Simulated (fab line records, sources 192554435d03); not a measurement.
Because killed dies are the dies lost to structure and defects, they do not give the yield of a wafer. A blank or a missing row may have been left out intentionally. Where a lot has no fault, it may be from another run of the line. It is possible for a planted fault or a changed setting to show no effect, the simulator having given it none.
Lot-split experiment    flow n5-finfet    on a route of 1938 steps: 7 lots, 39 wafers read

== ABOUT THE SPLIT ==
At N5_GATE_CUT_ALD_22 (deposits SiNx, target thk 16 nm, pulse time 1 s, ald cycles 320), the setting ald-cycles was moved away from the recipe's 320 on 15 of the 39 wafers read, by -13.7% to +11.9%. All remaining wafers had this setting at the recipe value.

The reading is taken at the split's own step.

== THE READING ==
SiNx_of_GATE_CUT_ALD_22.thk-nm (the simulator's own value, which no gauge read), in nm, at N5_GATE_CUT_ALD_22 (deposits SiNx, target thk 16 nm, pulse time 1 s, ald cycles 320). The file gives no usual value for it. Average 16.0 nm, standard deviation 0.088 nm, over the 24 wafers here run with the recipe.

wafer   tool, chamber at the split  ald-cycles as run  against the recipe  SiNx_of_GATE_CUT_ALD_22.thk-nm, nm  against lot-mates on the recipe
L075.1  ald-sin-03, 0,2,1,3         320                recipe              16                                  -
L075.2  ald-sin-03, 0,2,1,3         320                recipe              16                                  -
L075.3  ald-sin-03, 0,2,1,3         320                recipe              16                                  -
L075.6  ald-sin-03, 0,2,1,3         320                recipe              16                                  -
L075.4  ald-sin-03, 3,2             320                recipe              16.2                                -
L075.5  ald-sin-03, 3,2             320                recipe              16.2                                -
L081.1  ald-sin-03, 3,2             320                recipe              16.2                                -
L081.6  ald-sin-03, 3,2             320                recipe              16.2                                -
L081.3  ald-sin-03, 0               320                recipe              16                                  -
L082.1  ald-sin-02, 2,0,1           276                -13.7%              13.8                                -2.1
L082.2  ald-sin-02, 2,0,1           276                -13.7%              13.8                                -2.1
L082.3  ald-sin-02, 2,0,1           276                -13.7%              13.8                                -2.1
L082.4  ald-sin-02, 3,0             320                recipe              16                                  -
L082.6  ald-sin-02, 3,0             320                recipe              16                                  -
L082.5  ald-sin-02, 3               320                recipe              15.8                                -
L083.1  ald-sin-03, 2,1,1           320                recipe              16                                  -
L083.3  ald-sin-03, 2,1,1           320                recipe              16                                  -
L083.6  ald-sin-03, 2,1,1           320                recipe              16                                  -
L083.2  ald-sin-03, 3,0             358                +11.9%              18                                  +2.0
L083.5  ald-sin-03, 3,0             358                +11.9%              18                                  +2.0
L083.4  ald-sin-03, 0               358                +11.9%              17.8                                +1.8
L089.1  ald-sin-03, 3,0,0           320                recipe              16                                  -
L089.4  ald-sin-03, 3,0,0           320                recipe              16                                  -
L089.6  ald-sin-03, 3,0,0           320                recipe              16                                  -
L089.2  ald-sin-03, 1,2,1           282                -11.9%              14.2                                -1.8
L089.3  ald-sin-03, 1,2,1           282                -11.9%              14.2                                -1.8
L089.5  ald-sin-03, 1,2,1           282                -11.9%              14.2                                -1.8
L092.1  ald-sin-04, 0               280                -12.5%              14.2                                -1.8
L092.2  ald-sin-04, 2,3             280                -12.5%              14                                  -2.0
L092.6  ald-sin-04, 2,3             280                -12.5%              14                                  -2.0
L092.3  ald-sin-04, 3,1,2           320                recipe              16                                  -
L092.4  ald-sin-04, 3,1,2           320                recipe              16                                  -
L092.5  ald-sin-04, 3,1,2           320                recipe              16                                  -
L096.1  ald-sin-03, 0,2,3           320                recipe              16                                  -
L096.2  ald-sin-03, 0,2,3           320                recipe              16                                  -
L096.5  ald-sin-03, 0,2,3           320                recipe              16                                  -
L096.3  ald-sin-03, 3,1,0           285                -10.9%              14.2                                -1.8
L096.4  ald-sin-03, 3,1,0           285                -10.9%              14.2                                -1.8
L096.6  ald-sin-03, 3,1,0           285                -10.9%              14.2                                -1.8
The file does not say which wafer passed through which chamber wherever a row lists several chambers: such a row stands for several wafers.

FIT RESULTS
A straight line over all 39 wafers: SiNx_of_GATE_CUT_ALD_22.thk-nm changes by +0.16 nm for each +1% of ald-cycles; r = +1.00; the points scatter about the line by 0.087 nm.
The same after taking each lot's own level away (the mean of its wafers on the recipe; 39 wafers): +0.158 nm for each +1%; r = +1.00; scatter 0.075 nm.
The reading moves by 2.2 nm for the largest change in ald-cycles, on that fit.
From 15.93 to 16.13 nm: that is the span of the lots' own levels, equal to 2.3 times the standard deviation above.
The two slopes agree, so the slope changes little with the lot-to-lot level.
Check: with one of the wafers moved furthest among these (-13.7%) left out of the fit, the line predicts -2.16 nm for it against its lot-mates. Against them it came out at -2.13 nm.

== THE OTHER SPLITS THESE WAFERS WENT THROUGH ==
Other splits were also applied to these wafers ahead of the reading. Each is held against what the fit with the lots' levels taken away leaves over:
other split on the same wafers  wafers away from the commonest value  r with SiNx_of_GATE_CUT_ALD_22.thk-nm (lot level and that fit taken away)
N5_FIN_CUT_ETCH_21 bias-w       9                                     -0.14
N5_DUMMY_GATE_ETCH_37 source-w  18                                    -0.06
N5_GATE_CUT_ETCH_58 bias-w      12                                    -0.23

== THE FILE'S OWN FIT ==
SiNx_of_GATE_CUT_ALD_22.thk-nm changes by +0.157 nm for each +1% of ald-cycles, r = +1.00.
